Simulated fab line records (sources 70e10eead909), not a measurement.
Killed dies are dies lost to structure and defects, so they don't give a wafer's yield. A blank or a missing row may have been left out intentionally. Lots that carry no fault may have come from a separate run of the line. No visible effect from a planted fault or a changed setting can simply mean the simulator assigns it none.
Matching of chambers | flow nand-harc | rie-diel-12 running NHARC_P_M0_STRIP_18: 4 sister chambers
The step strips in N2/H2. 4 wafers are shown with their chamber, then 9 later ones without.

## WAFERS, EACH WITH ITS CHAMBER
wafer  | chamber | drypump-motor-current-A (A)
L087.2 | 3       | 5.9
L093.5 | 2       | 5.4
L094.4 | 0       | 6.5
L094.6 | 1       | 5.2

## WAFERS WHOSE CHAMBER IS MISSING
wafer  | drypump-motor-current-A (A)
L095.1 | 6.5
L095.2 | 5.9
L095.3 | 5.4
L095.4 | 5.2
L095.5 | 5.2
L095.6 | 5.4
L097.1 | 6.0
L097.3 | 5.2
L097.4 | 5.4

## WHICH CHAMBER EACH ONE RAN IN
wafer  | from the rows above | in truth
L095.1 | 0                   | 0
L095.2 | 3                   | 3
L095.3 | 2                   | 2
L095.4 | 1                   | 1
L095.5 | 1                   | 1
L095.6 | 2                   | 2
L097.1 | 3                   | 3
L097.3 | 1                   | 1
L097.4 | 2                   | 2
Placed correctly: 9 of 9. Number that these rows cannot place: 0. 0 placed wrongly.
How it was worked out, from the rows above alone: a wafer's distance from a chamber is the root of the sum, over the readings, of the square of ((its reading less the chamber's mean) divided by the reading's scatter). The wafer belongs to the nearest chamber; if the next one is less than 2 further off, it can't be placed. Each chamber's mean is taken over the wafers shown for it. The scatter (one wafer shown for each chamber): square how far every hidden wafer sits from the nearest shown wafer, average those squares and take the square root.
